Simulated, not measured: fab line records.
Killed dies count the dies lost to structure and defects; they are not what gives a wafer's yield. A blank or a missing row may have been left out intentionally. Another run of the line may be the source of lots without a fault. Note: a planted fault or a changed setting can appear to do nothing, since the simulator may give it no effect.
Chamber matching -- flow nandHarc -- NHARC_HYBRID_BOND_ACTIVATE_00 on rieDiel-04: 4 sister chambers
The step chemistry N2, time 60 s. 8 wafers are shown with their chamber, then 10 later ones without.

## WAFERS PAIRED WITH THEIR CHAMBERS
wafer,chamber,showerheadPlenumPTorr (Torr),drypumpMotorCurrentA (A)
L800.6,3,1.74,5.6
L802.1,3,1.74,5.6
L807.6,1,1.81,6.0
L803.4,0,1.83,5.5
L803.5,1,1.81,6.0
L803.6,2,1.68,4.8
L814.4,0,1.82,5.4
L814.5,2,1.68,4.8

## WAFERS WITHOUT THEIR CHAMBER
wafer,showerheadPlenumPTorr (Torr),drypumpMotorCurrentA (A)
L814.6,1.80,6.1
L820.1,1.68,4.8
L820.3,1.82,5.4
L820.6,1.82,5.5
L818.1,1.82,5.4
L818.5,1.68,4.8
L818.6,1.80,6.0
L819.1,1.73,5.6
L819.2,1.68,4.8
L819.4,1.82,5.5

## WHICH CHAMBER EACH WENT THROUGH
wafer,from the rows above,in truth
L814.6,1,1
L820.1,2,2
L820.3,0,0
L820.6,0,0
L818.1,0,0
L818.5,2,2
L818.6,1,1
L819.1,3,3
L819.2,2,2
L819.4,0,0
Correctly placed: 10 of 10. Can't be placed from these rows: 0. Wrongly placed: 0.
How it was worked out, from the rows above alone: a wafer's distance from a chamber is the root of the sum, over the readings, of the square of ((its reading less the chamber's mean) divided by the reading's scatter). If the next closest chamber is less than 2 further off than the closest, the wafer can't be placed; otherwise it belongs to the closest. For every chamber, the mean is computed from those of its wafers that are shown. The scatter is the square root of a quotient: the sum, over the shown wafers, of each reading's squared deviation from its chamber's mean, divided by wafers minus chambers.
